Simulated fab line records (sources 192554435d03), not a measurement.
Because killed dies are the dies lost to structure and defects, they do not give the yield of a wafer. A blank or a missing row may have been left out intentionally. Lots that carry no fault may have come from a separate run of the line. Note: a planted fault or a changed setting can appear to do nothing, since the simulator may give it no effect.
Chamber matching || flow n5-finfet || N5_BEOL_M15_ILD_DEP_00 on pecvd-02 has 3 sister chambers
The step deposits SiO2 from TEOS/O2, target thk 1629.3 nm, time 346.1 s. 16 wafers are shown with their chamber, then 8 later ones without.

WAFERS, EACH WITH ITS CHAMBER
{"wafer": "L075.3", "chamber": 0, "showerhead-vpp-V (V)": 2017, "throttle-valve-pct (%)": 18.6, "showerhead-plenum-p-Torr (Torr)": 8.38}
{"wafer": "L075.4", "chamber": 1, "showerhead-vpp-V (V)": 2068, "throttle-valve-pct (%)": 19.0, "showerhead-plenum-p-Torr (Torr)": 8.33}
{"wafer": "L075.6", "chamber": 0, "showerhead-vpp-V (V)": 1979, "throttle-valve-pct (%)": 18.5, "showerhead-plenum-p-Torr (Torr)": 8.36}
{"wafer": "L079.1", "chamber": 2, "showerhead-vpp-V (V)": 1667, "throttle-valve-pct (%)": 18.1, "showerhead-plenum-p-Torr (Torr)": 8.37}
{"wafer": "L079.3", "chamber": 2, "showerhead-vpp-V (V)": 1645, "throttle-valve-pct (%)": 18.5, "showerhead-plenum-p-Torr (Torr)": 8.36}
{"wafer": "L079.5", "chamber": 2, "showerhead-vpp-V (V)": 1679, "throttle-valve-pct (%)": 18.2, "showerhead-plenum-p-Torr (Torr)": 8.39}
{"wafer": "L082.1", "chamber": 1, "showerhead-vpp-V (V)": 2102, "throttle-valve-pct (%)": 19.3, "showerhead-plenum-p-Torr (Torr)": 8.33}
{"wafer": "L082.4", "chamber": 2, "showerhead-vpp-V (V)": 1671, "throttle-valve-pct (%)": 18.2, "showerhead-plenum-p-Torr (Torr)": 8.39}
{"wafer": "L082.5", "chamber": 1, "showerhead-vpp-V (V)": 2098, "throttle-valve-pct (%)": 18.7, "showerhead-plenum-p-Torr (Torr)": 8.34}
{"wafer": "L078.1", "chamber": 1, "showerhead-vpp-V (V)": 2084, "throttle-valve-pct (%)": 19.0, "showerhead-plenum-p-Torr (Torr)": 8.34}
{"wafer": "L078.4", "chamber": 2, "showerhead-vpp-V (V)": 1671, "throttle-valve-pct (%)": 18.4, "showerhead-plenum-p-Torr (Torr)": 8.37}
{"wafer": "L078.5", "chamber": 0, "showerhead-vpp-V (V)": 2002, "throttle-valve-pct (%)": 18.6, "showerhead-plenum-p-Torr (Torr)": 8.34}
{"wafer": "L084.2", "chamber": 1, "showerhead-vpp-V (V)": 2081, "throttle-valve-pct (%)": 19.3, "showerhead-plenum-p-Torr (Torr)": 8.32}
{"wafer": "L084.5", "chamber": 0, "showerhead-vpp-V (V)": 2022, "throttle-valve-pct (%)": 18.5, "showerhead-plenum-p-Torr (Torr)": 8.35}
{"wafer": "L084.6", "chamber": 2, "showerhead-vpp-V (V)": 1687, "throttle-valve-pct (%)": 18.4, "showerhead-plenum-p-Torr (Torr)": 8.36}
{"wafer": "L090.1", "chamber": 0, "showerhead-vpp-V (V)": 2024, "throttle-valve-pct (%)": 18.7, "showerhead-plenum-p-Torr (Torr)": 8.35}

SIGNATURES, as means of the wafers listed above
{"reading": "showerhead-vpp-V", "chamber 0": 2008.80, "chamber 1": 2086.60, "chamber 2": 1670.00, "scatter within a chamber": 15.6}
{"reading": "throttle-valve-pct", "chamber 0": 18.580, "chamber 1": 19.060, "chamber 2": 18.300, "scatter within a chamber": 0.175}
{"reading": "showerhead-plenum-p-Torr", "chamber 0": 8.3560, "chamber 1": 8.3320, "chamber 2": 8.3733, "scatter within a chamber": 0.0128}
Rule: a wafer's distance from a chamber is the root of the sum, over the readings, of the square of ((its reading less the chamber's mean) divided by the reading's scatter). The wafer belongs to the nearest chamber; if the next one is less than 2 further off, it can't be placed. How the scatter is found: for the shown wafers, subtract from each reading the mean of its chamber, square and add these, divide the total by (wafers less chambers), then take the root.

WAFERS WHOSE CHAMBER IS MISSING
{"wafer": "L090.2", "showerhead-vpp-V (V)": 2084, "throttle-valve-pct (%)": 19.2, "showerhead-plenum-p-Torr (Torr)": 8.33}
{"wafer": "L090.6", "showerhead-vpp-V (V)": 2116, "throttle-valve-pct (%)": 18.9, "showerhead-plenum-p-Torr (Torr)": 8.32}
{"wafer": "L094.1", "showerhead-vpp-V (V)": 1658, "throttle-valve-pct (%)": 18.6, "showerhead-plenum-p-Torr (Torr)": 8.39}
{"wafer": "L094.2", "showerhead-vpp-V (V)": 2070, "throttle-valve-pct (%)": 19.1, "showerhead-plenum-p-Torr (Torr)": 8.33}
{"wafer": "L094.4", "showerhead-vpp-V (V)": 2089, "throttle-valve-pct (%)": 19.0, "showerhead-plenum-p-Torr (Torr)": 8.33}
{"wafer": "L097.2", "showerhead-vpp-V (V)": 2130, "throttle-valve-pct (%)": 19.1, "showerhead-plenum-p-Torr (Torr)": 8.34}
{"wafer": "L097.3", "showerhead-vpp-V (V)": 1972, "throttle-valve-pct (%)": 18.4, "showerhead-plenum-p-Torr (Torr)": 8.36}
{"wafer": "L097.6", "showerhead-vpp-V (V)": 1996, "throttle-valve-pct (%)": 18.6, "showerhead-plenum-p-Torr (Torr)": 8.36}

WHICH CHAMBER EACH ONE RAN IN
{"wafer": "L090.2", "from the rows above": 1, "in truth": 1}
{"wafer": "L090.6", "from the rows above": 1, "in truth": 1}
{"wafer": "L094.1", "from the rows above": 2, "in truth": 2}
{"wafer": "L094.2", "from the rows above": 1, "in truth": 1}
{"wafer": "L094.4", "from the rows above": 1, "in truth": 1}
{"wafer": "L097.2", "from the rows above": 1, "in truth": 1}
{"wafer": "L097.3", "from the rows above": 0, "in truth": 0}
{"wafer": "L097.6", "from the rows above": 0, "in truth": 0}
Correct placement for 8 of the 8. Can't be placed from these rows: 0. Number placed wrongly: 0.
